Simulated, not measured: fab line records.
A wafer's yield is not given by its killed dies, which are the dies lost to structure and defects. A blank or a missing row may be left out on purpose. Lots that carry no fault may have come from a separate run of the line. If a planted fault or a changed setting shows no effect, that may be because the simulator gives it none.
Split-lot trial    flow n5 finfet    on a route of 1938 steps: 7 lots, 39 wafers read

== SPLIT DETAILS ==
At N5_MOL_CONTACT_COAG_PRECLEAN_111 (cleans in NF3:NH3, afs cycles 1, time 20 s, sublimation time 60 s), the setting time s was moved away from the recipe's 20 s on 18 of the 39 wafers read, by -52.7% to +39.5%. For the rest of the wafers, this setting stayed at what the recipe calls for.

== FROM THE SPLIT TO THE READING: what the file shows between them, 9 steps ==
- N5_MOL_CONTACT_COAG_TI_SIL_19: material Ti, target thk 4.2 nm, time 15 s
- N5_MOL_CONTACT_COAG_ALD_20: deposits TiN, target thk 1.5 nm, pulse time 1 s, purge time 3 s
- N5_MOL_CONTACT_COAG_PRECLEAN_125: cleans in DIW, time 57.5 s
- N5_MOL_CONTACT_COAG_SRD_126: dry time 32 s
- N5_MOL_CONTACT_COAG_CMP_23: polishes, stops on SiO2, t overpolish 1.5 s, target thk 0 nm
- N5_MOL_CONTACT_COAG_WET_ETCH_26: target Co, target depth 13 nm
- N5_MOL_CONTACT_COAG_WET_ETCH_116: etches the open film in SC1-inhibited, target depth 4.6 nm, rinse time 30 s
- N5_MOL_CONTACT_COAG_ALD_27: deposits SiOC, target thk 17 nm, pulse time 1.5 s, time 2720 s
- N5_MOL_CONTACT_COAG_CMP_28: polishes, stops on SiNx, t overpolish 0.85 s, target thk 14.522 nm

== THE READING ==
MD_CAP_THK at N5_MOL_CONTACT_COAG_THK_MEAS_29, in nm. Typical for fault-free wafers on this fab line: 17.91 nm, with standard deviation 0.083 nm.

wafer   tool, chamber at the split  time s as run, s  against the recipe  MD_CAP_THK, nm  against lot-mates on the recipe
L075.1  remote plasma-02, 1         25.14             +25.7%              17.87           -0.09
L075.2  remote plasma-02, 1         20                recipe              17.99           -
L075.3  remote plasma-02, 1         20                recipe              17.97           -
L075.4  remote plasma-02, 1         25.14             +25.7%              17.87           -0.09
L075.5  remote plasma-02, 1         20                recipe              17.91           -
L075.6  remote plasma-02, 1         25.14             +25.7%              17.87           -0.09
L076.1  remote plasma-01, 0         20                recipe              17.92           -
L076.2  remote plasma-01, 0         27.9              +39.5%              17.71           -0.23
L076.3  remote plasma-01, 0         27.9              +39.5%              17.75           -0.19
L076.4  remote plasma-01, 0         20                recipe              17.98           -
L076.5  remote plasma-01, 0         27.9              +39.5%              17.57           -0.37
L076.6  remote plasma-01, 0         20                recipe              17.91           -
L085.1  remote plasma-02, 0         20                recipe              17.91           -
L085.2  remote plasma-02, 0         9.456             -52.7%              18.33           +0.37
L085.3  remote plasma-02, 0         20                recipe              17.97           -
L085.4  remote plasma-02, 0         20                recipe              17.99           -
L085.5  remote plasma-02, 0         9.456             -52.7%              18.43           +0.47
L085.6  remote plasma-02, 0         9.456             -52.7%              18.22           +0.26
L087.1  remote plasma-02, 1         26.71             +33.6%              17.71           -0.18
L087.2  remote plasma-02, 1         26.71             +33.6%              17.74           -0.15
L087.3  remote plasma-02, 1         20                recipe              17.91           -
L087.4  remote plasma-02, 1         20                recipe              17.85           -
L087.5  remote plasma-02, 1         26.71             +33.6%              17.70           -0.19
L087.6  remote plasma-02, 1         20                recipe              17.92           -
L090.2  remote plasma-02, 1         20                recipe              17.83           -
L090.4  remote plasma-02, 1         20                recipe              17.91           -
L090.6  remote plasma-02, 1         20                recipe              17.87           -
L093.1  remote plasma-02, 0         20                recipe              17.91           -
L093.2  remote plasma-02, 0         15.85             -20.8%              18.02           +0.09
L093.3  remote plasma-02, 0         20                recipe              17.92           -
L093.4  remote plasma-02, 0         15.85             -20.8%              18.03           +0.10
L093.5  remote plasma-02, 0         15.85             -20.8%              17.94           +0.01
L093.6  remote plasma-02, 0         20                recipe              17.96           -
L094.1  remote plasma-02, 1         26.01             +30.0%              17.65           -0.31
L094.2  remote plasma-02, 1         26.01             +30.0%              17.64           -0.32
L094.3  remote plasma-02, 1         20                recipe              18.01           -
L094.4  remote plasma-02, 1         26.01             +30.0%              17.74           -0.22
L094.5  remote plasma-02, 1         20                recipe              17.96           -
L094.6  remote plasma-02, 1         20                recipe              17.92           -

FIT RESULTS
A straight line over all 39 wafers: MD_CAP_THK changes by -0.00654 nm for each +1% of time s; r = -0.92; the points scatter about the line by 0.066 nm.
The same after taking each lot's own level away (the mean of its wafers on the recipe; 39 wafers): -0.00641 nm for each +1%; r = -0.93; scatter 0.061 nm.
That fit puts the effect of the largest move of time s on the reading at 0.34 nm.
Across the lots, their own levels run from 17.870 to 17.963 nm, a range of 1.1 times the standard deviation given above.
So the lot-to-lot level changes the slope little: the two slopes agree.
Check: with one of the wafers moved furthest among these (-52.7%) left out of the fit, the line predicts +0.329 nm for it against its lot-mates. It came out at +0.373 nm against them.

== THE WHOLE CHAIN: every reading that the file lists as answering this split, in the file's order ==
step                              what it does                                                       reading                                                                              change (the file's fit)                  r (the file's)
N5_MOL_CONTACT_COAG_PRECLEAN_111  cleans in NF3:NH3, afs cycles 1, time 20 s, sublimation time 60 s  SiNx_of_SPACER0_ALD_07.thk nm (the simulator's own value, which no gauge read)       -0.00803 nm for each +1% of the setting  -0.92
N5_MOL_CONTACT_COAG_PRECLEAN_111  cleans in NF3:NH3, afs cycles 1, time 20 s, sublimation time 60 s  SiNx_of_GATE_CUT_SAC_CAP_01.thk nm (the simulator's own value, which no gauge read)  -0.00739 nm for each +1% of the setting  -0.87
N5_MOL_CONTACT_COAG_CMP_23        polishes, stops on SiO2, t overpolish 1.5 s, target thk 0 nm       SiNx_of_GATE_CUT_SAC_CAP_01.thk nm (the simulator's own value, which no gauge read)  -0.00708 nm for each +1% of the setting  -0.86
N5_MOL_CONTACT_COAG_WET_ETCH_26   target Co, target depth 13 nm                                      SiNx_of_GATE_CUT_SAC_CAP_01.thk nm (the simulator's own value, which no gauge read)  -0.00658 nm for each +1% of the setting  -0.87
N5_MOL_CONTACT_COAG_THK_MEAS_29                                                                      MD_CAP_THK                                                                           -0.00644 for each +1% of the setting     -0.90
N5_MOL_CONTACT_COAG_ETCH_47       etches SiNx in CH3F/O2, stops on W, target depth 27 nm             MOL_CONTACT_COAG.feature depth nm (the simulator's own value, which no gauge read)   -0.00787 nm for each +1% of the setting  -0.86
N5_MOL_CONTACT_COAG_ETCH_47       etches SiNx in CH3F/O2, stops on W, target depth 27 nm             etch.depth nm (the simulator's own value, which no gauge read)                       -0.00673 nm for each +1% of the setting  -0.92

== THE FILE'S OWN FIT ==
MD_CAP_THK changes by -0.00644 nm for each +1% of time s, r = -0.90.
